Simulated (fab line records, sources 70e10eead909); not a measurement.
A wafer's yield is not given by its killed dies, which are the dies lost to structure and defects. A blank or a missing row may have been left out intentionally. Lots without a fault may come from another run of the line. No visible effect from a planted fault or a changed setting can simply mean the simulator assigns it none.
What tool caused it? -- flow nand_harc -- 15 lots with 45 wafers sampled at 3 steps, on a route of 1159 steps

WHAT EACH GAUGE READ, for each wafer
NHARC_P_STI_CD_MEAS_16. Usual: cd_nm 198 nm, standard deviation 3.9.
lot,measured,on,cd_nm (nm),flag
L876,day 2 09:15,cd_sem-02,197 200 200,
L877,day 2 18:44,cd_sem-01,203 194 198,
L879,day 3 02:14,cd_sem-03,206 201 203,
L881,day 3 18:47,cd_sem-01,199 195 194,
L883,day 4 05:39,cd_sem-01,194 197 194,
L886,day 4 21:28,cd_sem-01,200 196 196,
L891,day 6 09:46,cd_sem-01,198 195 202,
L892,day 6 09:55,cd_sem-03,192 198 197,
L893,day 6 19:22,cd_sem-01,199 204 203,
L894,day 7 00:52,cd_sem-03,204 196 200,
L895,day 7 05:38,cd_sem-03,202 198 198,
L896,day 7 11:34,cd_sem-03,201 199 193,
L897,day 7 17:32,cd_sem-03,198 202 195,
L898,day 8 02:16,cd_sem-03,196 195 198,
L899,day 8 05:52,cd_sem-02,194 196 202,

EACH LOT AND THE TOOL THAT RAN IT (in order: tool; ch and the chambers of the sampled wafers; start)
lot,NHARC_P_ZERO_WELL_DESCUM_54,NHARC_P_STI_ETCH_31
L876,"rie_diel-13 ch 0,2, day 1 17:56","rie_diel-09 ch 0,1, day 2 09:15 or earlier"
L877,"rie_diel-07 ch 1,2, day 1 23:53","rie_diel-04 ch 0,1,2, day 2 18:44 or earlier"
L879,"rie_diel-10 ch 0,1,3, day 2 11:47","rie_diel-09 ch 2,3, day 3 02:14 or earlier"
L881,"rie_diel-10 ch 1,2, day 2 23:43","rie_diel-01 ch 0,1,3, day 3 18:47 or earlier"
L883,"rie_diel-13 ch 0,1,3, day 3 11:56","rie_diel-04 ch 1,2,3, day 4 05:39 or earlier"
L886,"rie_diel-07 ch 1,2,3, day 4 06:02","rie_diel-04 ch 0,2,3, day 4 21:28 or earlier"
L891,"rie_diel-07 ch 1,2,3, day 5 11:44","rie_diel-09 ch 0,2,3, day 6 09:46 or earlier"
L892,"rie_diel-13 ch 0,1,3, day 5 17:50","rie_diel-01 ch 0,2,3, day 6 09:55 or earlier"
L893,"rie_diel-07 ch 1,2, day 6 00:02","rie_diel-04 ch 1,3, day 6 19:22 or earlier"
L894,"rie_diel-13 ch 0,1,2, day 6 06:05","rie_diel-04 ch 0,2,3, day 7 00:52 or earlier"
L895,"rie_diel-10 ch 0,2, day 6 12:04","rie_diel-04 ch 0,3, day 7 05:38 or earlier"
L896,"rie_diel-10 ch 0,2,3, day 6 17:49","rie_diel-01 ch 1,3, day 7 11:34 or earlier"
L897,"rie_diel-13 ch 1,2,3, day 7 00:01","rie_diel-04 ch 0,1, day 7 17:32 or earlier"
L898,"rie_diel-07 ch 2,3, day 7 06:00","rie_diel-04 ch 1,2,3, day 8 02:16 or earlier"
L899,"rie_diel-07 ch 0,3, day 7 11:48","rie_diel-01 ch 1,2,3, day 8 05:52 or earlier"
- NHARC_P_ZERO_WELL_DESCUM_54: chemistry O2, time 3 s.
- NHARC_P_STI_ETCH_31: etches the open film in CF4/CHF3, target depth 108.9 nm, time 54.5 s.

WHAT THE TOOLS THEMSELVES READ (means of the sampled wafers that have a number; where no wafer has one, the mark that the record gives instead)
NHARC_P_ZERO_WELL_DESCUM_54. Usual: drypump_motor_current_A 5.9 A, standard deviation 0.47; oes_product_au 0.999 a.u., standard deviation 0.013; rf_vpp_V 57.9 V, standard deviation 0.89; showerhead_plenum_p_Torr 1.94 Torr, standard deviation 0.088; throttle_valve_pct 11.310 %, standard deviation 0.0087.
lot,tool,drypump_motor_current_A (A),oes_product_au (a.u.),rf_vpp_V (V),showerhead_plenum_p_Torr (Torr),throttle_valve_pct (%),flag
L876,rie_diel-13,5.4,0.986,58.0,2.02,11.313,
L877,rie_diel-07,5.8,1.019,57.7,1.96,11.306,
L879,rie_diel-10,5.9,0.999,57.4,1.89,11.302,
L881,rie_diel-10,5.7,1.008,58.5,2.02,11.317,
L883,rie_diel-13,5.9,1.000,58.1,1.94,11.314,
L886,rie_diel-07,6.0,0.988,57.3,1.93,11.310,
L891,rie_diel-07,6.1,1.000,58.4,1.93,11.299,
L892,rie_diel-13,5.9,0.997,58.4,1.94,11.312,
L893,rie_diel-07,5.8,1.003,58.0,1.95,11.305,
L894,rie_diel-13,5.7,0.993,57.8,2.02,11.306,
L895,rie_diel-10,6.0,1.002,58.6,1.90,11.313,
L896,rie_diel-10,6.2,0.999,57.1,1.92,11.312,
L897,rie_diel-13,5.9,0.985,58.1,1.97,11.309,
L898,rie_diel-07,5.9,0.997,58.3,1.94,11.309,
L899,rie_diel-07,6.1,1.011,58.1,1.88,11.319,

NHARC_P_STI_ETCH_31. Usual: bias_w 200.0 W, standard deviation 0.57; drypump_motor_current_A 5.8 A, standard deviation 0.46; oes_product_au 0.959 a.u., standard deviation 0.02; rf_vpp_V 370.4 V, standard deviation 2.3; showerhead_plenum_p_Torr 1.57 Torr, standard deviation 0.068; throttle_valve_pct 16.802 %, standard deviation 0.0083.
lot,tool,bias_w (W),drypump_motor_current_A (A),oes_product_au (a.u.),rf_vpp_V (V),showerhead_plenum_p_Torr (Torr),throttle_valve_pct (%),flag
L876,rie_diel-09,200.3,5.1,0.931,372.6,1.65,16.808,
L877,rie_diel-04,200.0,5.7,0.921,369.5,1.54,16.807,
L879,rie_diel-09,200.0,5.9,0.974,372.6,1.63,16.801,
L881,rie_diel-01,199.8,5.9,0.965,370.6,1.59,16.801,
L883,rie_diel-04,200.2,5.9,0.981,370.0,1.56,16.802,
L886,rie_diel-04,199.8,5.8,0.971,369.6,1.54,16.802,
L891,rie_diel-09,200.5,5.7,0.973,371.2,1.59,16.803,
L892,rie_diel-01,199.9,5.9,0.971,371.0,1.57,16.788,
L893,rie_diel-04,200.4,6.3,0.969,369.5,1.53,16.812,
L894,rie_diel-04,199.9,5.9,0.977,369.5,1.54,16.794,
L895,rie_diel-04,199.5,6.3,0.959,368.6,1.52,16.802,
L896,rie_diel-01,199.5,5.9,0.967,369.3,1.53,16.809,
L897,rie_diel-04,199.6,6.1,0.960,369.0,1.51,16.799,
L898,rie_diel-04,199.9,5.9,0.922,370.0,1.55,16.812,
L899,rie_diel-01,200.4,5.7,0.930,369.0,1.54,16.796,

THE ANSWER, worked out from the rows above alone
Rule: a lot is off if the mean of its wafers that have a number lies more than 3 standard deviations from the usual mean. A lot without any number at a reading at which 4 lots or more have one is off too. Any other lot the step has rows for is counted as sound. After the gauges, taken in route order, come the tools' own readings; for these a lot's mean is taken, as printed above. At the first step where some lot is off, the reading lying furthest off is the one used; lots without a number count as furthest.
Across all readings shown, no lot is off: no conclusion can be drawn from this.

WHAT THE SIMULATOR PUT IN
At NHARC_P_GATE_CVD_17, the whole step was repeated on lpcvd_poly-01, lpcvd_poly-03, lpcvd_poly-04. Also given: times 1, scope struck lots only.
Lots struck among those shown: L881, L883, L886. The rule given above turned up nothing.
